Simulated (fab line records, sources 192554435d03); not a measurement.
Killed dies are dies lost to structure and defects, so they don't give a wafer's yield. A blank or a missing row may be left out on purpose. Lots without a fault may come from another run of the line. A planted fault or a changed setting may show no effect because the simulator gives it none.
Chamber matching | flow n5_finfet | N5_BEOL_M6_DEP_56 on pecvd-04: 3 sister chambers
The step deposits SiCN from 3MS/NH3, target thk 10 nm, time 17.5 s. 14 wafers are shown with their chamber, then 7 later ones without.

WAFERS WITH THEIR CHAMBER
wafer  | chamber | throttle_valve_pct (%) | showerhead_plenum_p_Torr (Torr)
L084.1 | 2       | 8.3                    | 3.663
L084.2 | 1       | 9.0                    | 3.669
L084.3 | 0       | 9.3                    | 3.657
L084.4 | 1       | 9.1                    | 3.661
L084.5 | 2       | 8.3                    | 3.660
L084.6 | 0       | 9.0                    | 3.659
L083.1 | 2       | 8.7                    | 3.648
L083.4 | 2       | 8.4                    | 3.658
L083.5 | 1       | 9.1                    | 3.670
L088.1 | 0       | 9.2                    | 3.658
L088.5 | 1       | 8.9                    | 3.668
L088.6 | 0       | 9.2                    | 3.659
L089.1 | 2       | 8.6                    | 3.656
L089.2 | 1       | 9.0                    | 3.663

SIGNATURES (means of the wafers above)
reading                  | chamber 0 | chamber 1 | chamber 2 | scatter within a chamber
throttle_valve_pct       | 9.175     | 9.020     | 8.460     | 0.137
showerhead_plenum_p_Torr | 3.65825   | 3.66620   | 3.65700   | 0.00419
Rule: a wafer's distance from a chamber is the root of the sum, over the readings, of the square of ((its reading less the chamber's mean) divided by the reading's scatter). The wafer belongs to the nearest chamber; if the next one is less than 2 further off, it can't be placed. The scatter: the root of (the sum of the squares of (reading less its chamber's mean) over the shown wafers, divided by (wafers less chambers)).

WAFERS WITHOUT THEIR CHAMBER
wafer  | throttle_valve_pct (%) | showerhead_plenum_p_Torr (Torr)
L089.6 | 9.0                    | 3.665
L092.2 | 9.4                    | 3.648
L092.3 | 8.5                    | 3.660
L092.6 | 9.5                    | 3.652
L095.3 | 9.1                    | 3.662
L095.5 | 8.3                    | 3.661
L095.6 | 8.9                    | 3.661

WHICH CHAMBER EACH WENT THROUGH
wafer  | from the rows above          | in truth
L089.6 | can't be placed: 1 or 0      | 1
L092.2 | 0                            | 0
L092.3 | 2                            | 2
L092.6 | 0                            | 0
L095.3 | can't be placed: 0 or 1      | 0
L095.5 | 2                            | 2
L095.6 | can't be placed: 1 or 0 or 2 | 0
Placed correctly: 4 of 7. Can't be placed from these rows: 3 (the true chamber is among the candidates in 3). Placed wrongly: 0.
